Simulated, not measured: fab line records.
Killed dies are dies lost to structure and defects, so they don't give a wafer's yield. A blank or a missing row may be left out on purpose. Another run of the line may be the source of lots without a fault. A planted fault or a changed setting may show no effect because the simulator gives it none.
Chamber matching / flow nand harc / NHARC_P_BONDPAD_CMP_32 on cmp-03: 4 sister chambers
The step polishes SiCN, target thk 200 nm. 22 wafers are shown with their chamber, then 11 later ones without.

EACH WAFER AND ITS CHAMBER
wafer=L074.1; chamber=3; motor current A (A)=12.2
wafer=L074.5; chamber=3; motor current A (A)=11.8
wafer=L074.6; chamber=0; motor current A (A)=11.6
wafer=L075.1; chamber=2; motor current A (A)=14.1
wafer=L075.3; chamber=3; motor current A (A)=11.5
wafer=L075.6; chamber=2; motor current A (A)=14.0
wafer=L078.1; chamber=3; motor current A (A)=11.7
wafer=L078.5; chamber=2; motor current A (A)=14.1
wafer=L078.6; chamber=3; motor current A (A)=12.3
wafer=L080.1; chamber=2; motor current A (A)=14.7
wafer=L080.3; chamber=0; motor current A (A)=11.4
wafer=L080.5; chamber=1; motor current A (A)=14.5
wafer=L082.1; chamber=1; motor current A (A)=15.2
wafer=L082.4; chamber=2; motor current A (A)=14.6
wafer=L082.6; chamber=1; motor current A (A)=15.5
wafer=L084.2; chamber=3; motor current A (A)=11.5
wafer=L084.4; chamber=2; motor current A (A)=13.5
wafer=L084.6; chamber=2; motor current A (A)=14.3
wafer=L088.2; chamber=1; motor current A (A)=15.3
wafer=L088.3; chamber=2; motor current A (A)=14.5
wafer=L088.6; chamber=1; motor current A (A)=15.3
wafer=L086.1; chamber=1; motor current A (A)=15.8

SIGNATURES (averages over the wafers above)
reading=motor current A; chamber 0=11.500; chamber 1=15.267; chamber 2=14.225; chamber 3=11.833; scatter within a chamber=0.38
Rule: distance of a wafer from a chamber = root of the sum over the readings of ((wafer's reading minus chamber's mean) / reading's scatter) squared. If the next closest chamber is less than 2 further off than the closest, the wafer can't be placed; otherwise it belongs to the closest. The scatter: the root of (the sum of the squares of (reading less its chamber's mean) over the shown wafers, divided by (wafers less chambers)).

WAFERS WITH NO CHAMBER GIVEN
wafer=L086.2; motor current A (A)=14.4
wafer=L086.5; motor current A (A)=12.0
wafer=L087.1; motor current A (A)=15.7
wafer=L087.4; motor current A (A)=13.7
wafer=L087.6; motor current A (A)=11.4
wafer=L093.2; motor current A (A)=11.7
wafer=L093.3; motor current A (A)=14.2
wafer=L093.4; motor current A (A)=15.5
wafer=L095.1; motor current A (A)=14.5
wafer=L095.3; motor current A (A)=11.7
wafer=L095.6; motor current A (A)=15.5

WHICH CHAMBER EACH ONE RAN IN
wafer=L086.2; from the rows above=can't be placed: 2 or 1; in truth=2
wafer=L086.5; from the rows above=can't be placed: 3 or 0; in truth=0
wafer=L087.1; from the rows above=1; in truth=1
wafer=L087.4; from the rows above=2; in truth=2
wafer=L087.6; from the rows above=can't be placed: 0 or 3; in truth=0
wafer=L093.2; from the rows above=can't be placed: 3 or 0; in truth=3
wafer=L093.3; from the rows above=2; in truth=2
wafer=L093.4; from the rows above=1; in truth=1
wafer=L095.1; from the rows above=can't be placed: 2 or 1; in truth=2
wafer=L095.3; from the rows above=can't be placed: 3 or 0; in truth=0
wafer=L095.6; from the rows above=1; in truth=1
Correctly placed: 5 of 11. Not placeable from these rows: 6 (in 6, the candidates include the true chamber). Wrongly placed: 0.
